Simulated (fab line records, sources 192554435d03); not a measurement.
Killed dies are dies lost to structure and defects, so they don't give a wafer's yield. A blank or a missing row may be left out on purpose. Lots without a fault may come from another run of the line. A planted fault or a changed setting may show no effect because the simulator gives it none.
Which tool did it? | flow n5_finfet | 12 lots, 36 wafers sampled, at 3 steps of a route of 1938

WHAT THE GAUGES READ, wafer by wafer
N5_SDB_CD_MEAS_11: target cd 50 nm.
lot  | measured    | on        | cd_nm (nm)
L075 | day 4 02:17 | cd_sem-01 | 50.0 49.7 51.0
L077 | day 4 11:11 | cd_sem-02 | 50.0 49.9 50.0
L079 | day 4 23:52 | cd_sem-03 | 52.0 51.7 50.9
L081 | day 5 13:51 | cd_sem-01 | 49.4 50.3 49.0
L083 | day 6 04:24 | cd_sem-02 | 50.9 50.5 51.7
L085 | day 6 19:46 | cd_sem-02 | 49.7 48.8 49.7
L087 | day 7 04:43 | cd_sem-03 | 49.0 50.2 49.2
L089 | day 7 12:04 | cd_sem-03 | 50.5 50.2 48.8
L091 | day 8 01:39 | cd_sem-02 | 51.1 51.0 51.3
L093 | day 8 16:29 | cd_sem-01 | 49.8 50.5 49.8
L095 | day 9 05:44 | cd_sem-03 | 49.4 50.7 49.3
L097 | day 9 17:01 | cd_sem-03 | 48.7 49.8 49.7

WHICH TOOL RAN EACH LOT (tool, then ch and the chambers of the sampled wafers, then the start)
lot  | N5_DUMMY_GATE_STRIP_40            | N5_SDB_HM_DEP_00
L075 | rie_diel-01 ch 0,1,3, day 3 07:17 | pecvd-01 ch 0,1, day 4 01:50
L077 | rie_diel-01 ch 1,2,3, day 3 17:34 | pecvd-01 ch 0,1,2, day 4 10:52
L079 | rie_diel-03 ch 0,1,2, day 4 04:05 | pecvd-04 ch 1,2, day 4 23:25
L081 | rie_diel-04 ch 0,2,3, day 4 19:33 | pecvd-04 ch 0,1,2, day 5 13:24
L083 | rie_diel-01 ch 1,2,3, day 5 07:56 | pecvd-04 ch 0,1,2, day 6 03:58
L085 | rie_diel-03 ch 1,2,3, day 5 22:56 | pecvd-02 ch 1,2, day 6 19:26
L087 | rie_diel-04 ch 0,1,3, day 6 07:27 | pecvd-01 ch 1,2, day 7 04:16
L089 | rie_diel-04 ch 0,1,3, day 6 16:55 | pecvd-02 ch 1,2, day 7 11:37
L091 | rie_diel-04 ch 0,1,3, day 7 04:13 | pecvd-02 ch 0,1,2, day 8 01:12
L093 | rie_diel-04 ch 1,2,3, day 7 22:02 | pecvd-04 ch 0,2, day 8 16:02
L095 | rie_diel-04 ch 0,1,3, day 8 09:13 | pecvd-01 ch 0,2, day 9 05:16
L097 | rie_diel-04 ch 0,1,2, day 8 18:59 | pecvd-04 ch 0,1, day 9 16:32
- N5_DUMMY_GATE_STRIP_40: strips in CF4.
- N5_SDB_HM_DEP_00: deposits SiNx from SiH4/NH3/N2, target thk 40 nm, time 35.3 s.

THE ANSWER, worked out from the rows above alone
Rule: what is usual is taken from the lots themselves. Put in order of their means at a reading, lots are off if they are a third of the lots or fewer, leave a main group of 4 or more, and stand apart from it by a gap of 3 or more times the standard deviation of the main group's means; of several such gaps the widest counts. A main group whose means are all the same, to the digits that the tables above print for the reading, isn't used. A lot without any number at a reading at which 4 lots or more have one is off too. The other lots that the step has rows for count as sound.
No lot is off at any reading shown: from this, nothing can be told.

WHAT THE SIMULATOR HAD PUT IN
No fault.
